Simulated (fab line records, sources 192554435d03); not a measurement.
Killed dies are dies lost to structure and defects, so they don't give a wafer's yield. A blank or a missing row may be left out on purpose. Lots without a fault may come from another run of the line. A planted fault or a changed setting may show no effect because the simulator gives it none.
Which tool did it? | flow n5_finfet | 10 lots, 30 wafers sampled, at 6 steps of a route of 1938

WHAT THE GAUGES READ, wafer by wafer
N5_STI_FIN_REVEAL_CD_MEAS_22: target cd 6.238 nm, pitch 28 nm. Usual: cd_nm 6.24 nm, standard deviation 0.27.
lot  | measured    | on        | cd_nm (nm)     | flag
L330 | day 2 13:53 | cd_sem-03 | 6.40 6.05 5.86 |
L333 | day 3 09:09 | cd_sem-02 | 6.01 6.01 6.60 |
L334 | day 3 16:04 | cd_sem-01 | 6.35 5.91 6.61 |
L336 | day 4 00:55 | cd_sem-03 | 6.17 6.13 6.23 |
L340 | day 5 00:34 | cd_sem-02 | 6.46 6.27 5.89 |
L341 | day 5 07:13 | cd_sem-03 | 6.57 6.56 6.57 |
L342 | day 5 16:27 | cd_sem-01 | 5.60 6.39 6.02 |
L343 | day 5 20:28 | cd_sem-01 | 6.12 5.83 6.26 |
L352 | day 8 01:08 | cd_sem-03 | 6.31 6.27 6.13 |
L353 | day 8 06:54 | cd_sem-01 | 5.95 6.21 6.31 |

N5_STI_FIN_REVEAL_FIN_H_MEAS_10. Usual: trench_depth_nm 52.0 nm, standard deviation 0.65.
lot  | measured    | on     | trench_depth_nm (nm) | flag
L330 | day 2 13:55 | ocd-01 | 51.3 51.4 52.8       |
L333 | day 3 09:11 | ocd-01 | 52.9 51.9 52.5       |
L334 | day 3 16:05 | ocd-01 | 50.8 50.2 51.3       |
L336 | day 4 00:57 | ocd-02 | 50.8 51.2 51.1       |
L340 | day 5 00:36 | ocd-01 | 51.8 52.1 52.4       |
L341 | day 5 07:14 | ocd-02 | 52.0 66.3 52.0       | OFF
L342 | day 5 16:29 | ocd-02 | 53.4 52.7 52.6       |
L343 | day 5 20:31 | ocd-02 | 66.4 52.6 66.3       | OFF
L352 | day 8 01:10 | ocd-01 | 52.8 52.4 52.1       |
L353 | day 8 06:56 | ocd-02 | 51.8 51.9 51.5       |

N5_BEOL_M4_RC_MEAS_101. Usual: DIBL_N 36.1 mV/V, standard deviation 1.7; DIBL_P 35.9 mV/V, standard deviation 2.1; IOFF_N 0.154 nA/um, standard deviation 0.029; IOFF_P 0.21 nA/um, standard deviation 0.035; ION_N 673 uA/um, standard deviation 10; ION_P 463 uA/um, standard deviation 7.5; SS_N 71.6 mV/dec, standard deviation 0.59; SS_P 73.2 mV/dec, standard deviation 0.69; VT_N 250.5 mV, standard deviation 2.9; VT_P -250 mV, standard deviation 3.2.
lot  | measured     | on        | DIBL_N (mV/V)  | DIBL_P (mV/V)  | IOFF_N (nA/um)    | IOFF_P (nA/um) | ION_N (uA/um) | ION_P (uA/um) | SS_N (mV/dec)  | SS_P (mV/dec)  | VT_N (mV)         | VT_P (mV)      | flag
L330 | day 8 10:36  | prober-02 | 38.7 37.7 36.0 | 39.4 37.9 37.8 | 0.182 0.165 0.146 | 0.26 0.24 0.23 | 668 662 661   | 458 454 462   | 72.7 72.7 71.7 | 73.5 73.6 73.2 | 252.3 253.9 252.5 | -247 -247 -249 |
L333 | day 9 07:53  | prober-01 | 36.0 36.3 38.3 | 36.4 36.3 39.3 | 0.148 0.160 0.189 | 0.21 0.22 0.27 | 673 675 690   | 468 465 474   | 71.7 70.9 71.7 | 73.7 73.5 74.4 | 253.1 252.2 247.2 | -250 -247 -246 |
L334 | day 9 14:58  | prober-02 | 34.4 39.7 37.1 | 34.3 39.3 37.0 | 0.115 0.204 0.149 | 0.14 0.20 0.18 | 653 664 666   | 443 447 453   | 70.9 72.2 72.0 | 71.9 73.8 73.4 | 253.0 248.9 252.5 | -259 -254 -256 |
L336 | day 9 15:22  | prober-01 | 36.4 33.6 34.9 | 37.0 34.0 35.1 | 0.176 0.135 0.156 | 0.25 0.20 0.22 | 679 673 679   | 468 466 468   | 71.1 70.8 71.6 | 73.8 72.3 73.7 | 247.4 251.4 251.6 | -247 -248 -248 |
L340 | day 11 12:47 | prober-02 | 35.3 35.3 32.9 | 35.5 35.3 32.6 | 0.162 0.161 0.119 | 0.23 0.23 0.19 | 678 677 666   | 464 464 459   | 71.4 70.8 70.7 | 74.0 73.5 71.7 | 251.4 250.4 253.0 | -245 -248 -247 |
L341 | day 11 15:58 | prober-02 | 33.6 33.6 34.8 | 33.4 33.1 33.9 | 0.137 0.119 0.134 | 0.19 0.18 0.18 | 669 661 667   | 463 460 459   | 71.1 71.2 70.8 | 73.1 72.8 73.3 | 251.4 252.9 253.3 | -253 -253 -252 |
L342 | day 11 12:33 | prober-01 | 35.5 38.1 34.7 | 33.6 36.0 32.0 | 0.129 0.174 0.118 | 0.17 0.21 0.15 | 671 686 653   | 458 459 445   | 71.4 71.9 70.9 | 73.4 73.2 72.0 | 253.9 246.4 252.6 | -256 -250 -253 |
L343 | day 12 04:52 | prober-01 | 35.6 35.3 36.7 | 35.8 35.4 36.4 | 0.148 0.140 0.151 | 0.21 0.20 0.20 | 668 665 661   | 462 458 454   | 71.5 71.5 72.3 | 73.6 73.0 72.6 | 250.8 251.8 250.6 | -250 -250 -250 |
L352 | day 14 09:39 | prober-01 | 36.1 35.4 36.3 | 37.7 35.9 37.1 | 0.164 0.149 0.156 | 0.21 0.18 0.19 | 686 672 677   | 467 458 461   | 72.1 71.8 71.9 | 73.4 72.7 72.5 | 250.2 250.4 249.8 | -251 -250 -250 |
L353 | day 14 10:16 | prober-02 | 36.6 36.2 38.7 | 33.7 33.5 37.3 | 0.141 0.131 0.171 | 0.17 0.17 0.21 | 670 669 675   | 458 457 456   | 71.2 70.7 71.6 | 73.6 72.3 73.7 | 252.5 253.5 247.2 | -254 -254 -250 |

WHICH TOOL RAN EACH LOT (tool, then ch and the chambers of the sampled wafers, then the start)
lot  | N5_STI_FIN_REVEAL_RECESS_09       | N5_STI_FIN_REVEAL_ETCH_34       | N5_DUMMY_GATE_CMP_04
L330 | vapor_etch-02 ch 0,1, day 2 11:45 | rie_si-06 ch 1,2, day 2 13:19   | cmp-01 ch 0,3, day 2 17:59
L333 | vapor_etch-01 ch 0,1, day 3 06:28 | rie_si-01 ch 0,1,3, day 3 08:34 | cmp-01 ch 0,1,3, day 3 13:23
L334 | vapor_etch-01 ch 0,1, day 3 13:23 | rie_si-01 ch 1,2,3, day 3 15:29 | cmp-03 ch 0,1,3, day 3 20:11
L336 | vapor_etch-01 ch 1, day 3 22:15   | rie_si-01 ch 0,1,3, day 4 00:20 | cmp-02 ch 0,3, day 4 04:58
L340 | vapor_etch-01 ch 0,1, day 4 22:25 | rie_si-01 ch 1,2,3, day 4 23:59 | cmp-01 ch 1,2, day 5 05:19
L341 | vapor_etch-01 ch 0,1, day 5 05:02 | rie_si-01 ch 1,2,3, day 5 06:37 | cmp-02 ch 0,2,3, day 5 11:31
L342 | vapor_etch-02 ch 0,1, day 5 13:46 | rie_si-02 ch 2,3, day 5 15:52   | cmp-02 ch 0,2,3, day 5 20:32
L343 | vapor_etch-01 ch 0,1, day 5 17:49 | rie_si-06 ch 1,2,3, day 5 19:54 | cmp-03 ch 1,2,3, day 6 06:16
L352 | vapor_etch-02 ch 1, day 7 22:28   | rie_si-06 ch 0,1,2, day 8 00:33 | cmp-02 ch 1,2,3, day 8 07:37
L353 | vapor_etch-02 ch 0,1, day 8 04:14 | rie_si-06 ch 1,2,3, day 8 06:19 | cmp-02 ch 1,2,3, day 8 11:15
- N5_STI_FIN_REVEAL_RECESS_09: chemistry HF/NH3, target SiO2, afs cycles 11, target depth 42.5 nm, sublimation time 60 s.
- N5_STI_FIN_REVEAL_ETCH_34: etches Si in H2, material Si, target depth 0.97 nm.
- N5_DUMMY_GATE_CMP_04: polishes a-Si.

WHAT THE TOOLS THEMSELVES READ (means of the sampled wafers that have a number; where no wafer has one, the mark that the record gives instead)
N5_STI_FIN_REVEAL_RECESS_09. Usual: drypump_motor_current_A 6.1 A, standard deviation 0.44.
lot  | tool          | drypump_motor_current_A (A) | flag
L330 | vapor_etch-02 | 6.1                         |
L333 | vapor_etch-01 | 6.0                         |
L334 | vapor_etch-01 | 6.3                         |
L336 | vapor_etch-01 | 6.6                         |
L340 | vapor_etch-01 | 6.3                         |
L341 | vapor_etch-01 | 6.3                         |
L342 | vapor_etch-02 | 5.9                         |
L343 | vapor_etch-01 | 6.3                         |
L352 | vapor_etch-02 | 5.7                         |
L353 | vapor_etch-02 | 5.9                         |

N5_STI_FIN_REVEAL_ETCH_34. Usual: drypump_motor_current_A 5.8 A, standard deviation 0.5; oes_product_au 1.009 a.u., standard deviation 0.016; throttle_valve_pct 25.8 %, standard deviation 0.5.
lot  | tool      | drypump_motor_current_A (A) | oes_product_au (a.u.) | throttle_valve_pct (%) | flag
L330 | rie_si-06 | 5.5                         | 1.013                 | 25.6                   |
L333 | rie_si-01 | 6.0                         | 1.012                 | 26.0                   |
L334 | rie_si-01 | 6.0                         | 1.010                 | 25.7                   |
L336 | rie_si-01 | 6.0                         | 1.020                 | 26.0                   |
L340 | rie_si-01 | 5.9                         | 1.010                 | 25.7                   |
L341 | rie_si-01 | 6.0                         | 1.020                 | 25.7                   |
L342 | rie_si-02 | 5.0                         | 1.004                 | 26.0                   |
L343 | rie_si-06 | 5.3                         | 1.003                 | 25.3                   |
L352 | rie_si-06 | 5.7                         | 1.018                 | 25.4                   |
L353 | rie_si-06 | 5.3                         | 0.999                 | 25.3                   |

N5_DUMMY_GATE_CMP_04. Usual: motor_current_A 10.2 A, standard deviation 0.86; time_to_endpoint_s 13.7 s, standard deviation 2.9.
lot  | tool   | motor_current_A (A) | time_to_endpoint_s (s) | flag
L330 | cmp-01 | 11.2                | 12.6                   |
L333 | cmp-01 | 10.2                | 16.3                   |
L334 | cmp-03 | 11.1                | 11.9                   |
L336 | cmp-02 | 9.6                 | 14.3                   |
L340 | cmp-01 | 9.3                 | 11.4                   |
L341 | cmp-02 | 9.9                 | 12.7                   |
L342 | cmp-02 | 9.8                 | 12.6                   |
L343 | cmp-03 | 10.6                | 14.9                   |
L352 | cmp-02 | 9.9                 | 10.1                   |
L353 | cmp-02 | 9.7                 | 9.0                    |

THE ANSWER, worked out from the rows above alone
Rule: a lot is off if the mean of its wafers that have a number lies more than 3 standard deviations from the usual mean. A lot without any number at a reading at which 4 lots or more have one is off too. The other lots that the step has rows for count as sound. The gauges are gone through in route order, then the tools' own readings, and for those a lot's mean is taken as printed above. The first step at which some lot is off is used, and at that step the reading that is off furthest; a lot without a number counts as furthest.
Off: L341, L343, at N5_STI_FIN_REVEAL_FIN_H_MEAS_10 (trench_depth_nm).
A tool fits if, at a process step before that reading, it ran every lot that is off, and no sound lot after the first of them. The gauges at N5_STI_FIN_REVEAL_FIN_H_MEAS_10 are tried like those tools. One fits: vapor_etch-01 at N5_STI_FIN_REVEAL_RECESS_09. Its last sound lot is L340 (day 4 22:25), its first lot that is off L341 (day 5 05:02): a fault that began between those two fits.

WHAT THE SIMULATOR HAD PUT IN
Process parameter drift: vapor_etch-01, from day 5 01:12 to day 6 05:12, at N5_STI_FIN_REVEAL_RECESS_09. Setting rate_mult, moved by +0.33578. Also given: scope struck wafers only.
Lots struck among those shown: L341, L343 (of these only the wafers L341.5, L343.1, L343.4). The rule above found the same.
